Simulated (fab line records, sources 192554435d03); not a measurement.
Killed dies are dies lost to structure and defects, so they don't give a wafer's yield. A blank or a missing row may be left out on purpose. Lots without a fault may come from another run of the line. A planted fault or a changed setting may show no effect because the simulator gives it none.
fab line records | flow n5_finfet
record lots=7 wafers=39
route steps=1938 shown BEOL_M9@1419 BEOL_M11@1579 MIM_BOT_ETCH@1868 PASSIVATION@1915
start_h: hours from the record's first day to the start of the lot's first wafer shown | wait_h: hours since the lot's step before | " the same as in the row above | L1.1+2: a row that stands for several wafers | - no value, or no start given | * or withheld: withheld | < > ~ a bound
route shown NAME@n: a module of which the file shows steps, and the number in the route of the first | usual: mean/standard deviation of fault-free wafers | same: alike in all rows | chamber/n: place in a boat | sites: the reading at each site | _std_site: their standard deviation | _edge_site: outer sites' mean less inner sites' | radius_mm: how far each site lies from the wafer's centre | mask NAME#n: copy n | behind: the tool/chamber that last shaped the wafer | hold: why the lot was held/for how many hours/how that ended | device: the transistor (n, p or np) that didn't switch | end of line: the same wafers' tests at the end of the route | a step without rows: its recipe alone | killed: dies lost to structure and defects at the first sort, not the wafer's yield | map: a wafer's dies, x killed, . not, _ none there
set.NAME: the setting as run; set.NAME@STEP: as run at that earlier step | model.NAME: the simulator's own value behind a step, which no gauge read
lots whose settings were changed on purpose; a table a step, a row a wafer
## steps
# step N5_BEOL_M9_ETCH_62
# recipe chemistry=N2/H2 target=SOC target_depth_a=1100 overetch_a=220 mask_material=SiARC temp_c=40 time_s=165 ion_energy_ev=200 pressure_mtorr=30 source_w=840 bias_w=150 n2_flow_sccm=200 h2_flow_sccm=200
# columns lot.wafer tool chamber start_h wait_h set.time_s model.SiARC_of_BEOL_M9_COAT_60.thk_nm
L075.1+3+6 rie_diel-05 3,2,3 211.04 0.0 165 23.4
L075.2+4+5 " 1,0,0 " " 165 23.6
L079.1+3+6 rie_diel-05 1,2,2 242.23 0.0 72.76 27.2
L079.2+4+5 " 0,3,3 " " 165 23.6
L081.1 rie_diel-03 1 259.15 0.0 165 23.4
L081.2 " 3 " " 247.1 20.4
L081.3+5 " 2 " " 165 23.8
L081.4 " 0 " " 247.1 19.6
L081.6 " 3 " " 247.1 20.2
L085.1+5 rie_diel-03 1 271.30 0.0 197.7 21.6
L085.2+4 " 3 " " 165 23.4
L085.3 " 0 " " 197.7 21.8
L085.6 " 0 " " 165 23
L087.1 rie_diel-02 1 299.28 0.0 165 23.2
L087.2 " 0 " " 165 22.8
L087.3+6 " 2 " " 262.6 20
L087.4 " 3 " " 262.6 19.6
L087.5 " 3 " " 165 23.4
L090.1 rie_diel-02 2 302.96 0.0 165 23.6
L090.2 " 0 " " 235.2 19.8
L090.3 " 1 " " 165 23.2
L090.4 " 3 " " 165 23.4
L090.5 " 1 " " 235.2 20.6
L090.6 " 2 " " 235.2 21
L089.1 rie_diel-03 0 305.91 0.0 165 23
L089.2+6 " 2 " " 165 23.4
# step N5_BEOL_M9_STRIP_68
# recipe chemistry=N2/H2 temp_c=40 n2_flow_sccm=200 h2_flow_sccm=200 rf_frequency_hz=6e+07
# step N5_BEOL_M9_STRIP_67
# recipe chemistry=CF4 resist=SiARC power_w=300 bias_power_w=75 pressure_mtorr=50 cf4_flow_sccm=150 rf_frequency_hz=6e+07
# step N5_BEOL_M9_HM_OPEN_17
# recipe chemistry=Cl2/BCl3 target_depth_a=200 overetch_a=60 target=TiN mask_material=SOC ion_energy_ev=150 pressure_mtorr=10 icp_w=1000 bias_w=126 Cl2_flow_sccm=53.25 bcl3_flow_sccm=21.75 Ar_flow_sccm=25
# columns lot.wafer tool chamber start_h wait_h set.time_s@BEOL_M9_ETCH_62 model.etch.depth_nm
L075.1 rie_metal-01 1 211.23 0.0 165 19.81
L075.2 " 0 " " 165 20.24
L075.3 " 0 " " 165 20.23
L075.4 " 1 " " 165 19.94
L075.5 " 0 " " 165 20.05
L075.6 " 1 " " 165 20.2
L079.1 rie_metal-03 0 242.42 0.0 72.76 20.01
L079.2 " 1 " " 165 20.12
L079.3 " 0 " " 72.76 20.04
L079.4 " 1 " " 165 20.16
L079.5 " 1 " " 165 20.07
L079.6 " 0 " " 72.76 19.97
L081.1 rie_metal-02 0 259.34 0.0 165 19.65
L081.2 " 1 " " 247.1 11.39
L081.3 " 1 " " 165 19.62
L081.4 " 0 " " 247.1 11.81
L081.5 " 1 " " 165 19.82
L081.6 " 0 " " 247.1 11.37
L085.1 rie_metal-02 0 271.50 0.1 197.7 17.06
L085.2 " 1 " " 165 20.2
L085.3 " 1 " " 197.7 16.84
L085.4 " 0 " " 165 20.07
L085.5 " 1 " " 197.7 17.1
L085.6 " 0 " " 165 20.19
L087.1 rie_metal-01 1 299.47 0.0 165 19.97
L087.2 " 0 " " 165 19.96
L087.3 " 0 " " 262.6 10.67
L087.4 " 1 " " 262.6 10.47
L087.5 " 0 " " 165 19.95
L087.6 " 1 " " 262.6 10.46
L090.1 rie_metal-01 0 303.15 0.0 165 19.86
L090.2 " 1 " " 235.2 12.87
L090.3 " 0 " " 165 20.04
L090.4 " 1 " " 165 20
L090.5 " 0 " " 235.2 13.11
L090.6 " 1 " " 235.2 13.27
L089.1 rie_metal-03 1 306.10 0.0 165 19.71
L089.2 " 0 " " 165 19.99
L089.6 " 0 " " 165 19.9
# step N5_BEOL_M11_ETCH_41
# recipe chemistry=CH3F/O2 target=SiCN target_depth_a=426 taper_deg=2 time_s=86 ion_energy_ev=120 mask_material=TiN pressure_mtorr=30 source_w=395 bias_w=75 Ar_flow_sccm=150 CH3F_flow_sccm=30 O2_flow_sccm=20
# columns lot.wafer tool chamber start_h wait_h set.time_s model.etch.depth_nm
L075.1 rie_diel-05 0 - - 86 32
L075.2 " 1 " " 86 32.09
L075.3 " 2 " " 86 32.82
L075.4 " 3 " " 86 33.06
L075.5 " 2 " " 86 32.99
L075.6 " 1 " " 86 32.06
L079.1 rie_diel-02 1 - - 42.51 16.16
L079.2 " 0 " " 86 33.59
L079.3 " 2 " " 86 31.94
L079.4 " 3 " " 86 32.8
L079.5 " 1 " " 42.51 16.11
L079.6 " 2 " " 42.51 15.86
L081.1 rie_diel-05 3 - - 86 33.21
L081.2 " 2 " " 86 32.73
L081.3 " 1 " " 86 32.15
L081.4 " 3 " " 86 33.1
L081.5 " 2 " " 86 32.7
L081.6 " 1 " " 86 32.11
L085.1 rie_diel-05 1 - - 86 31.86
L085.2 " 3 " " 120.4 45.44
L085.3 " 2 " " 120.4 45.6
L085.4 " 1 " " 86 31.84
L085.5 " 3 " " 86 32.81
L085.6 " 2 " " 120.4 45.97
L087.1 rie_diel-05 0 - - 86 33.48
L087.2 " 2 " " 86 32.64
L087.3 " 3 " " 86 33.04
L087.4 " 1 " " 86 31.64
L087.5 " 1 " " 86 32.37
L087.6 " 2 " " 86 33.07
L090.1 rie_diel-02 3 - - 118 45.07
L090.2 " 1 " " 118 44.71
L090.3 " 2 " " 86 31.81
L090.4 " 0 " " 86 34.2
L090.5 " 1 " " 86 32.76
L090.6 " 2 " " 118 43.47
L089.1 rie_diel-02 3 - - 86 32.26
L089.2 " 1 " " 86 32.31
L089.6 " 0 " " 86 33.38
# step N5_MIM_BOT_ETCH_ETCH_00
# recipe chemistry=Cl2/BCl3 target=TiN target_depth_a=455 ion_energy_ev=150 pressure_mtorr=10 icp_w=1000 bias_w=126 Cl2_flow_sccm=53.25 bcl3_flow_sccm=21.75 Ar_flow_sccm=25
# columns lot.wafer tool chamber start_h wait_h set.target_depth_a model.etch.depth_nm
L075.1 rie_metal-02 0 265.88 0.1 455 45.63
L075.2 " 1 " " 297 31.11
L075.3 " 0 " " 455 45.66
L075.4 " 1 " " 297 31.26
L075.5 " 1 " " 455 47.74
L075.6 " 0 " " 297 29.54
L079.1 rie_metal-02 1 300.51 0.1 455 47.66
L079.2 " 0 " " 455 46.31
L079.3 " 1 " " 455 47.75
L079.4 " 0 " " 455 46.08
L079.5 " 1 " " 455 47.68
L079.6 " 0 " " 455 45.93
L081.1 rie_metal-02 0 315.14 0.1 537.8 54.68
L081.2 " 1 " " 537.8 56.48
L081.3 " 0 " " 537.8 54.57
L081.4 " 1 " " 455 47.55
L081.5 " 1 " " 455 47.54
L081.6 " 0 " " 455 46.1
L085.1 rie_metal-03 1 326.13 0.1 455 45.92
L085.2 " 0 " " 455 45.01
L085.3 " 0 " " 455 45.03
L085.4 " 1 " " 455 45.87
L085.5 " 0 " " 455 44.97
L085.6 " 1 " " 455 46.22
L087.1 rie_metal-02 1 351.20 0.1 222.3 23.26
L087.2 " 0 " " 455 46.49
L087.3 " 1 " " 222.3 23.28
L087.4 " 0 " " 222.3 22.7
L087.5 " 1 " " 455 47.8
L087.6 " 0 " " 455 46.4
L090.1 rie_metal-02 1 361.51 0.1 455 47.44
L090.2 " 0 " " 524 53.5
L090.3 " 0 " " 524 53.29
L090.4 " 1 " " 524 54.68
L090.5 " 1 " " 455 47.81
L090.6 " 0 " " 455 46.34
L089.1 rie_metal-01 1 363.27 0.1 455 47.18
L089.2 " 0 " " 455 44.19
L089.6 " 1 " " 455 47.66
# step N5_PASSIVATION_PECVD_53
# recipe material=SiO2 target_thk_a=8000 temp_c=400 precursor=TEOS/O2 pressure_torr=6.5 rf_w=withheld teos_flow_sccm=withheld gas=O2 flow_sccm=2650 time_s=169.4
# columns lot.wafer tool chamber start_h wait_h set.time_s model.SiO2_of_PASSIVATION_PECVD_53.thk_nm
L075.1 pecvd-03 0 271.76 0.0 169.4 798.2
L075.2 " 1 " " 96.13 447.8
L075.3 " 2 " " 96.13 462.8
L075.4 " 1 " " 169.4 811
L075.5 " 0 " " 169.4 807.8
L075.6 " 2 " " 96.13 477.4
L079.1 pecvd-04 1 304.88 0.0 169.4 787.6
L079.2 " 2 " " 169.4 777
L079.3 " 0 " " 169.4 754.4
L079.4 " 1 " " 169.4 811.2
L079.5 " 2 " " 169.4 774.6
L079.6 " 0 " " 169.4 772.6
L081.1 pecvd-02 1 322.19 0.0 128 593.8
L081.2 " 2 " " 169.4 782.2
L081.3 " 0 " " 169.4 785
L081.4 " 2 " " 169.4 794
L081.5 " 0 " " 128 585
L081.6 " 1 " " 128 616.4
L085.1 pecvd-03 0 333.62 0.0 169.4 803.4
L085.2+5 " 2,0 " " 69.49 348.4
L085.3 " 1 " " 169.4 784
L085.4 " 1 " " 169.4 808.2
L085.6 " 2 " " 69.49 356
L087.1 pecvd-04 0 355.43 0.0 169.4 779.4
L087.2 " 1 " " 169.4 799.6
L087.3 " 2 " " 210.4 994.8
L087.4 " 1 " " 169.4 821.4
L087.5 " 0 " " 210.4 985.4
L087.6 " 2 " " 210.4 1006
L090.1 pecvd-03 2 366.58 0.0 169.4 801.8
L090.2 " 0 " " 169.4 787.8
L090.3 " 1 " " 127.5 594.2
L090.4 " 2 " " 127.5 624.2
L090.5 " 1 " " 169.4 803.4
L090.6 " 0 " " 127.5 603.4
L089.1 pecvd-03 2 369.50 0.0 169.4 815.2
L089.2 " 0 " " 169.4 795.4
L089.6 " 2 " " 169.4 833.4
## key
split step=N5_BEOL_M9_ETCH_62 setting=time_s stated=165 by=wafer
response step=N5_BEOL_M9_ETCH_62 reading=model.SiARC_of_BEOL_M9_COAT_60.thk_nm change=-0.0646 per=1% r=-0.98
response step=N5_BEOL_M9_HM_OPEN_17 reading=model.etch.depth_nm shape=bent at_lowest=20.01 at_stated=19.99 at_highest=10.53
split step=N5_BEOL_M11_ETCH_41 setting=time_s stated=86 by=wafer
response step=N5_BEOL_M11_ETCH_41 reading=model.etch.depth_nm change=+0.327 per=1% r=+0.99
split step=N5_MIM_BOT_ETCH_ETCH_00 setting=target_depth_a stated=455 by=wafer
response step=N5_MIM_BOT_ETCH_ETCH_00 reading=model.etch.depth_nm change=+0.459 per=1% r=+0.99
split step=N5_PASSIVATION_PECVD_53 setting=time_s stated=169.4 by=wafer
response step=N5_PASSIVATION_PECVD_53 reading=model.SiO2_of_PASSIVATION_PECVD_53.thk_nm change=+7.74 per=1% r=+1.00
